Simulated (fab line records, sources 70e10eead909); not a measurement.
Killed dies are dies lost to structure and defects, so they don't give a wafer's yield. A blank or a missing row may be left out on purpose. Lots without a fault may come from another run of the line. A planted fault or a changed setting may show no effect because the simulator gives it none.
fab line records | flow nand_harc
record lots=5 wafers=13 last_day=33
route steps=1302 shown A_STAIRCASE@862 A_SGD_CUT@890 END@1302
lots that met no fault: from a run of the same line without faults
start_h: hours from the record's first day to the start of the lot's first wafer shown | wait_h: hours since the lot's step before | " the same as in the row above | L1.1+2: a row that stands for several wafers | - no value, or no start given | * or withheld: withheld | < > ~ a bound
route shown NAME@n: a module of which the file shows steps, and the number in the route of the first | usual: mean/standard deviation of fault-free wafers | same: alike in all rows | chamber/n: place in a boat | sites: the reading at each site | _std_site: their standard deviation | _edge_site: outer sites' mean less inner sites' | radius_mm: how far each site lies from the wafer's centre | mask NAME#n: copy n | behind: the tool/chamber that last shaped the wafer | hold: why the lot was held/for how many hours/how that ended | device: the transistor (n, p or np) that didn't switch | end of line: the same wafers' tests at the end of the route | a step without rows: its recipe alone | killed: dies lost to structure and defects at the first sort, not the wafer's yield | map: a wafer's dies, x killed, . not, _ none there
set.NAME: the setting as run; set.NAME@STEP: as run at that earlier step | model.NAME: the simulator's own value behind a step, which no gauge read
lots at some steps of the route; a table a step, a row a wafer
services: from which hour (start_h, from the record's first day; less than 0 if before it) a tool's chamber was out of use, for how many hours, and why
## steps
# step NHARC_A_STAIRCASE_SOFTBAKE_436
# recipe temp_c=135 time_s=170
# step NHARC_A_STAIRCASE_EBR_437
# step NHARC_A_STAIRCASE_EXPOSE_438
# recipe na=0.5 dose_mj=28.97 mask_id=STAIR_REV
# step NHARC_A_STAIRCASE_PEB_439
# recipe peb_temp_c=115 peb_time_s=130
# step NHARC_A_STAIRCASE_DEVELOP_440
# recipe time_s=140
# step NHARC_A_STAIRCASE_HARDBAKE_442
# recipe temp_c=120 time_s=140
# step NHARC_A_STAIRCASE_DESCUM_443
# recipe time_s=3 o2_flow_sccm=200 ar_flow_sccm=0 bias_power_w=0 chemistry=O2
# step NHARC_A_STAIRCASE_ETCH_444
# recipe target_depth_a=2.04e+05 time_s=6800 c4f8_flow_sccm=20 o2_flow_sccm=10 ar_flow_sccm=withheld rf_w=600 bias_w=1000 chemistry=C4F8/O2
# step NHARC_A_STAIRCASE_STRIP_446
# recipe power_w=1500 temp_c=250 chemistry=O2
# step NHARC_A_STAIRCASE_STRIP_447
# recipe time_s=900 temp_c=130 chemistry=SPM
# step NHARC_A_STAIRCASE_PRECLEAN_448
# recipe time_s=* temp_c=50 bath_age_min=0 chemistry=SC1
# columns lot.wafer tool chamber start_h wait_h
L121.4 wet_bench-01 7 552.02 -
L124.4+2+1 wet_bench-02 7,0,1 576.00 -
L126.6+4+3 wet_bench-06 5,7,0 597.45 -
L131.1+3+5 wet_bench-02 6,0,1 649.19 -
L132.5+1+3 wet_bench-01 3,6,7 661.85 -
# step NHARC_A_STAIRCASE_SRD_449
# step NHARC_A_STAIRCASE_CMP_450
# recipe target_thk_nm=200 material=SiO2
# usual motor_current_A=11.7/1.3 slurry_flow_ml_min=149.9/0.48
# columns lot.wafer tool chamber start_h wait_h motor_current_A slurry_flow_ml_min
L121.4 cmp-03 2 552.44 - 10.9 150.0
L124.4 cmp-02 0 576.40 - 14.0 149.3
L124.2 " 1 " " 10.5 149.0
L124.1 " 2 " " 11.4 150.3
L126.4 cmp-03 0 597.88 - 9.2 150.4
L126.3 " 1 " " 11.7 149.5
L126.6 " 3 " " 11.1 150.3
L131.3 cmp-02 2 649.59 - 11.9 150.3
L131.1 " 0 " " 13.5 150.9
L131.5 " 2 " " 11.9 150.4
L132.3 cmp-01 1 662.25 - 12.4 150.5
L132.1 " 0 " " 11.1 149.8
L132.5 " 1 " " 12.6 149.8
# step NHARC_A_STAIRCASE_CMP_152
# step NHARC_A_STAIRCASE_SRD_154
# step NHARC_A_STAIRCASE_ETCH_403
# recipe target_depth_a=1082 chemistry=dHF material=SiO2
# step NHARC_A_STAIRCASE_ETCHBACK_422
# recipe target_depth_a=400 over_etch_frac=0.3 time_s=74.286 ion_energy_ev=120 ch3f_flow_sccm=50 o2_flow_sccm=30 ar_flow_sccm=200 rf_w=500 bias_w=100 chemistry=CH3F/O2
# usual drypump_motor_current_A=5.81/0.24 mfc_ar_sccm=199.9/0.63 oes_product_au=0.95/0.035 rf_vpp_V=244.8/1.5 showerhead_plenum_p_Torr=2.50/0.095 throttle_valve_pct=20.663/0.01
# columns lot.wafer tool chamber start_h wait_h drypump_motor_current_A mfc_ar_sccm oes_product_au rf_hours_counter_h rf_vpp_V showerhead_plenum_p_Torr throttle_valve_pct
L121.4 rie_diel-09 0 552.95 0.2 5.97 199.6 1.00 14 245.7 2.53 20.645
L124.2 rie_diel-12 3 577.23 0.4 5.90 200.7 0.98 41 246.2 2.64 20.675
L124.1 " 0 " " 5.70 200.1 0.99 44 244.9 2.46 20.672
L124.4 " 3 " " 5.90 199.8 0.98 - 247.2 2.64 20.659
L126.3 rie_diel-09 0 598.40 0.1 5.96 200.4 0.93 25 244.5 2.52 20.673
L126.4 " 2 " " 6.43 199.2 0.93 29 244.0 2.44 20.657
L126.6 " 3 " " 5.83 199.3 0.94 - 246.9 2.60 20.664
L131.3 rie_diel-12 3 650.20 0.2 5.86 200.0 0.98 4 245.9 2.64 20.671
L131.1 " 0 " " 5.72 200.2 1.00 5 244.9 2.45 20.651
L131.5 " 0 " " 5.71 201.0 0.99 - 244.9 2.45 20.666
L132.1 rie_diel-09 2 662.78 0.1 6.44 199.4 0.94 50 243.8 2.44 20.673
L132.3 " 1 " " 5.85 199.9 0.93 51 243.2 2.36 20.681
L132.5 " 3 " " 5.86 200.3 0.94 - 245.0 2.59 20.648
# step NHARC_A_STAIRCASE_ETCH_423
# recipe target_depth_a=300 chemistry=dHF material=SiO2
# step NHARC_A_STAIRCASE_ETCHBACK_157
# recipe target_depth_a=900 over_etch_frac=0.3 time_s=167.14 ion_energy_ev=120 ch3f_flow_sccm=50 o2_flow_sccm=30 ar_flow_sccm=200 rf_w=500 bias_w=100 chemistry=CH3F/O2
# step NHARC_A_STAIRCASE_STRIP_475
# recipe time_s=20 o2_flow_sccm=500 ar_flow_sccm=0 bias_w=0 chemistry=O2
# usual drypump_motor_current_A=5.80/0.26 mfc_ar_sccm=0.007/0.01 oes_product_au=1.000/0.0099 rf_vpp_V=57.9/0.89 showerhead_plenum_p_Torr=3.58/0.13 throttle_valve_pct=17.035/0.0092
# columns lot.wafer tool chamber start_h wait_h drypump_motor_current_A mfc_ar_sccm oes_product_au rf_hours_counter_h rf_vpp_V showerhead_plenum_p_Torr throttle_valve_pct
L121.4 rie_diel-09 1 - - 5.92 0.030 0.999 17 55.8 3.42 17.032
L124.2 rie_diel-12 2 578.67 0.4 5.66 0 1.008 43 57.0 3.59 17.023
L124.1 " 0 " " 5.69 0.021 0.994 44 57.3 3.53 17.045
L124.4 " 0 " " 5.68 0.021 0.987 - 57.4 3.53 17.044
L126.4 rie_diel-09 3 - - 5.83 0.025 1.012 30 58.1 3.72 17.035
L126.3 " 1 " " 5.92 0.030 1.014 32 57.6 3.41 17.037
L126.6 " 3 " " 5.83 0.025 1.000 - 57.8 3.72 17.057
L131.3 rie_diel-02 3 - - 5.27 0 0.988 23 56.8 3.61 17.046
L131.1 " 0 " " 6.14 0 0.990 20 58.0 3.70 17.027
L131.5 " 3 " " 5.26 0 0.993 - 58.9 3.61 17.050
L132.3 rie_diel-09 2 - - 6.49 0.009 1.000 50 57.0 3.50 17.048
L132.1 " 0 " " 5.99 0 1.004 46 57.8 3.61 17.025
L132.5 " 2 " " 6.47 0.009 1.008 - 57.9 3.50 17.035
# step NHARC_A_STAIRCASE_DEP_471
# recipe target_thk_a=1000 temp_c=400 pressure_torr=6.5 rf_w=900 teos_flow_sccm=161.4 flow_sccm=2650 target_thk_nm=100 gas=O2 material=SiO2
# usual heater_power_w=537/57 showerhead_vpp_V=1878/79 throttle_valve_pct=15.7/0.42
# columns lot.wafer tool chamber start_h wait_h heater_power_w showerhead_vpp_V throttle_valve_pct
L121.4 pecvd-01 1 553.76 - 541 1779 14.9
L124.1 pecvd-02 2 578.77 - 459 1835 16.0
L124.2 " 1 " " 544 1970 16.3
L124.4 " 1 " " 546 2005 16.4
L126.3 pecvd-01 2 599.06 - 615 1896 15.8
L126.6 " 1 " " 533 1756 15.3
L126.4 " 0 " " 490 1924 15.6
L131.3 pecvd-01 0 650.84 - 561 1921 15.9
L131.1 " 1 " " 528 1788 15.2
L131.5 " 1 " " 525 1764 15.2
L132.3 pecvd-02 2 663.42 - 551 1786 15.6
L132.1 " 1 " " 628 1973 16.1
L132.5 " 2 " " 407 1840 15.3
# step NHARC_A_STAIRCASE_CMP_472
# recipe material=SiO2
# step NHARC_A_STAIRCASE_SRD_474
# step NHARC_A_SGD_CUT_DEP_00
# recipe target_thk_a=500 temp_c=400 target_thk_nm=50 flow_sccm=200 rf_w=450 material=SiNx
# usual heater_power_w=704/110
# columns lot.wafer tool chamber start_h wait_h heater_power_w
L121.4 pecvd-04 1 554.44 0.2 935
L124.1 pecvd-03 1 579.46 0.1 729
L124.2 " 0 " " 806
L124.4 " 2 " " 725
L126.3 pecvd-04 1 599.75 0.1 994
L126.6 " 0 " " 601
L126.4 " 2 " " 493
L131.3 pecvd-02 2 651.56 0.1 679
L131.1 " 0 " " 747
L131.5 " 0 " " 757
L132.1 pecvd-03 2 664.13 0.1 719
L132.3 " 0 " " 671
L132.5 " 1 " " 744
# step NHARC_A_SGD_CUT_DEHYDRATE_01
# recipe temp_c=150 time_s=120
# step NHARC_A_SGD_CUT_HMDS_02
# recipe time_s=30
# step NHARC_A_SGD_CUT_COAT_56
# recipe temp_c=260 time_s=75
# step NHARC_A_SGD_CUT_COAT_57
# recipe temp_c=225 time_s=65
# step NHARC_A_SGD_CUT_COAT_03
# recipe spin_rpm=1500 resist_thk_nm=90
# step NHARC_A_SGD_CUT_SOFTBAKE_04
# recipe temp_c=105 time_s=55
# step NHARC_A_SGD_CUT_EBR_05
# step NHARC_A_SGD_CUT_EXPOSE_06
# recipe na=1.35 dose_mj=85.59 mask_id=SGD
# step NHARC_A_SGD_CUT_PEB_07
# recipe peb_temp_c=100 peb_time_s=65
# step NHARC_A_SGD_CUT_DEVELOP_08
# recipe develop_time_s=35 dev_temp_c=23
# step NHARC_A_SGD_CUT_CD_MEAS_09
# recipe target_cd_nm=100 landing_energy_ev=500
# usual cd_nm=100.1/0.42
# columns lot.wafer tool chamber start_h wait_h cd_nm
L121.4 cd_sem-02 0 555.17 - 99.9
L124.1 cd_sem-01 0 580.18 - 99.8
L124.2 " 0 " " 99.7
L124.4 " 0 " " 99.2
L126.3 cd_sem-01 0 600.45 - 100.5
L126.4 " 0 " " 100.0
L126.6 " 0 " " 100.8
L131.1 cd_sem-03 0 652.24 - 100.1
L131.3 " 0 " " 101.2
L131.5 " 0 " " 100.8
L132.1 cd_sem-02 0 664.82 - 99.7
L132.3 " 0 " " 100.1
L132.5 " 0 " " 99.2
# step NHARC_A_SGD_CUT_OVL_MEAS_10
# usual overlay_x_nm=-0.2/0.74 overlay_y_nm=0.0/0.78
# columns lot.wafer tool chamber start_h wait_h overlay_x_nm overlay_y_nm
L121.4 overlay-01 - 555.25 - 0.5 0.2
L124.1 overlay-01 - 580.27 - -0.2 -0.1
L124.2 " - " " -0.4 -0.4
L124.4 " - " " -0.4 0.1
L126.3 overlay-01 - 600.53 - -0.8 0.2
L126.4 " - " " -0.4 -0.1
L126.6 " - " " -0.3 -0.4
L131.1 overlay-02 - 652.33 - 1.1 1.2
L131.3 " - " " 0.8 0.7
L131.5 " - " " 0.7 1.1
L132.1 overlay-01 - 664.91 - -0.2 -1.0
L132.3 " - " " -0.6 -0.4
L132.5 " - " " -0.2 -0.5
# step NHARC_A_SGD_CUT_DESCUM_14
# recipe time_s=3 o2_flow_sccm=200 ar_flow_sccm=0 bias_power_w=0 chemistry=O2
# usual drypump_motor_current_A=5.4/0.44 mfc_ar_sccm=0.008/0.011 oes_product_au=1.000/0.011 rf_vpp_V=57.9/0.86 showerhead_plenum_p_Torr=1.88/0.065 throttle_valve_pct=11.311/0.0091
# columns lot.wafer tool chamber start_h wait_h hold drypump_motor_current_A mfc_ar_sccm oes_product_au rf_hours_counter_h rf_vpp_V showerhead_plenum_p_Torr throttle_valve_pct
L121.4 rie_diel-11 2 557.28 1.8 await_dispo/1.7h/release 5.7 0.008 1.010 6 59.0 1.89 11.331
L124.2 rie_diel-11 2 580.36 0.1 - 5.7 0.008 1.022 7 57.2 1.89 11.315
L124.4 " 3 " " - 5.0 0 0.984 7 59.1 1.93 11.331
L124.1 " 0 " " - 5.0 0.026 0.999 6 57.8 1.86 11.315
L126.4 rie_diel-07 0 600.63 0.1 - 5.8 0 0.993 7 57.4 1.91 11.315
L126.3 " 2 " " - 5.3 0.001 1.008 8 58.5 1.93 11.306
L126.6 " 1 " " - 4.7 0.035 0.995 - 57.5 1.78 11.327
L131.1 rie_diel-11 2 652.43 0.1 - 5.7 0.008 0.994 2 58.1 1.89 11.306
L131.3 " 1 " " - 5.4 0 1.011 2 59.0 1.93 11.317
L131.5 " 3 " " - 5.0 0 1.011 - 58.2 1.93 11.300
L132.3 rie_diel-05 2 665.02 0.1 - 6.2 0.013 1.004 7 58.2 1.79 11.314
L132.1 " 3 " " - 5.2 0.012 0.992 7 57.9 1.90 11.309
L132.5 " 1 " " - 5.5 0.001 0.995 - 58.8 1.81 11.319
# step NHARC_END_SORT_01
# recipe temp_c=25
# usual killed_at_array=56/19 killed_at_other=0.8/1.1 killed_at_periphery=3.4/2.5 killed_dies=60/19 killed_open=2.9/1.7 killed_short=2.4/1.6
# same gross_dies=677
# columns lot.wafer tool chamber start_h wait_h killed_at_array killed_at_other killed_at_periphery killed_dies killed_open killed_short
L121.4 prober-01 0 704.12 3.4 119 0 3 122 0 3
# killed by level:class
L121.4 A_STAIRCASE:unspecified=72 A_SLIT:chamber_film_flake=31 A_CHANNEL_HOLE_D1:chamber_film_flake=7 A_CONTACT:chamber_film_flake=5 P_M2:chamber_film_flake=2 P_M1:geometric_particle:short=1 A_SGD_CUT:geometric_particle:short=1 A_M0:geometric_particle:short=1
# map L121.4 (x killed, . not)
____________.____________
_________......._________
_______..........._______
______.............______
_____..x............_____
____............x..x.____
____...........xx.x..____
___..........x..x.....___
___.........x.........___
__..x........xx.x...x..__
__..........xxxx.......__
_..........xxxxx........_
_........x.xx.xx.x.x...._
_....x....xxxxxx........_
_.....xxxx..x..........._
_...x.x.xxxxx.x........._
....xx..xxxxx............
...xx.xxxxx..............
....xxxxxxx..............
....xxxxxxxx.............
....xxxxxxx..............
_...xxxxxxx............._
_...xxxxxx.x............_
_...xxxxxx.x............_
_...x..xxxx............._
_........x......xx......_
__.....x......x........__
__.....................__
___...................___
___...................___
____.................____
____....x............____
_____..............._____
______x.....xxx....______
_______..........._______
_________......._________
____________.____________
# map L132.5 (x killed, . not)
____________.____________
_________......x_________
_______.......x..._______
______.........xx..______
_____..........xx.x._____
____.............x...____
____........x..xx...x____
___x............xxx...___
___x..x.x.....x.xx....___
__....x.........xxxxx..__
__x...x.x.....x...x....__
_..xx........x.xxx......_
_...x..................._
_..x...................._
_...............x......._
_......................._
......x.............x.x..
.x.......................
....x....................
..................x.x....
..............x..........
_......................._
_......................x_
_......................._
_......................._
_......................._
__.................x...__
__..............xx.....__
___.x.................___
___..x..x.............___
____.................____
____..............x..____
_____x.............._____
______.............______
_______..........._______
_________......._________
____________.____________
## services
# columns tool chamber start_h hours kind
cmp-03 - 528.75 6.3 repair
pecvd-03 - 547.06 13.0 pm
pecvd-01 - 551.01 1.0 repair
cmp-03 - 553.55 3.3 repair
pecvd-04 2 554.15 3.8 repair
cmp-03 - 564.73 0.9 repair
rie_diel-09 0 566.90 9.3 repair
rie_diel-11 3 568.45 1.3 repair
cmp-03 - 574.83 4.6 repair
pecvd-02 - 576.44 1.1 repair
pecvd-02 - 589.00 13.0 pm
wet_bench-02 - 596.00 8.0 pm
cmp-02 - 607.66 2.5 repair
rie_diel-11 0 607.78 2.9 repair
rie_diel-11 - 609.73 9.0 pm
pecvd-01 - 614.32 0.3 repair
wet_bench-02 - 614.65 3.6 repair
rie_diel-11 1 618.80 1.6 repair
rie_diel-12 - 622.96 9.0 pm
cmp-02 - 624.55 4.0 pm
rie_diel-11 3 629.14 16.5 repair
wet_bench-01 - 629.60 8.0 pm
pecvd-03 - 636.39 3.1 repair
cmp-02 - 658.94 6.2 repair
## key
first_sign step=NHARC_END_SORT_01 reading=killed_at_array direction=up sigmas=3.4 usual=56 struck=119
effect step=NHARC_END_SORT_01 reading=killed_dies direction=up sigmas=3.3 usual=60 struck=122
more_kills_born_at NHARC_A_STAIRCASE_PRECLEAN_448@wet_bench-01=72
met_at NHARC_A_STAIRCASE_PRECLEAN_448
struck_wafers L121.4
tester_left_out L121
fault kind=chamber_particle_source tool=wet_bench-01 chamber=7 onset_h=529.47 steps=NHARC_A_STAIRCASE_PRECLEAN_448 rate_per_visit_cm2=0.38839 end_h=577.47
# tester_left_out: of these lots the tester's yield and bins aren't shown, on N5 and GAA mostly nor the transistor test; their killed dies are dies lost to structure and defects alone, not to doping, threshold or leakage, so they don't give the yield
